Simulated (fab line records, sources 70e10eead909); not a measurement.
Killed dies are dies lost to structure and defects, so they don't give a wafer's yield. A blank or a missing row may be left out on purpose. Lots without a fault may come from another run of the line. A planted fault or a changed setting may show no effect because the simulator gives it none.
Chamber matching | flow nand_harc | NHARC_A_STAIRCASE_DEP_156 on pecvd-02: 3 sister chambers
The step deposits SiNx, target thk 50 nm. 3 wafers are shown with their chamber, then 8 later ones without.

WAFERS WITH THEIR CHAMBER
wafer  | chamber | heater_power_w (W)
L087.1 | 0       | 586
L088.4 | 2       | 686
L091.2 | 1       | 647

WAFERS WITHOUT THEIR CHAMBER
wafer  | heater_power_w (W)
L091.3 | 835
L091.4 | 840
L093.1 | 626
L093.3 | 697
L093.5 | 638
L097.2 | 627
L097.3 | 777
L097.6 | 662

WHICH CHAMBER EACH WENT THROUGH
wafer  | from the rows above          | in truth
L091.3 | can't be placed: 2 or 1 or 0 | 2
L091.4 | can't be placed: 2 or 1 or 0 | 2
L093.1 | can't be placed: 1 or 0 or 2 | 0
L093.3 | can't be placed: 2 or 1 or 0 | 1
L093.5 | can't be placed: 1 or 2 or 0 | 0
L097.2 | can't be placed: 1 or 0 or 2 | 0
L097.3 | can't be placed: 2 or 1 or 0 | 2
L097.6 | can't be placed: 1 or 2 or 0 | 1
Placed correctly: 0 of 8. Can't be placed from these rows: 8 (the true chamber is among the candidates in 8). Placed wrongly: 0.
How it was worked out, from the rows above alone: a wafer's distance from a chamber is the root of the sum, over the readings, of the square of ((its reading less the chamber's mean) divided by the reading's scatter). The wafer belongs to the nearest chamber; if the next one is less than 2 further off, it can't be placed. A chamber's mean is the mean of its shown wafers. The scatter: with one shown wafer a chamber, the root of the mean of the squares of how far each hidden wafer lies from its nearest shown one.
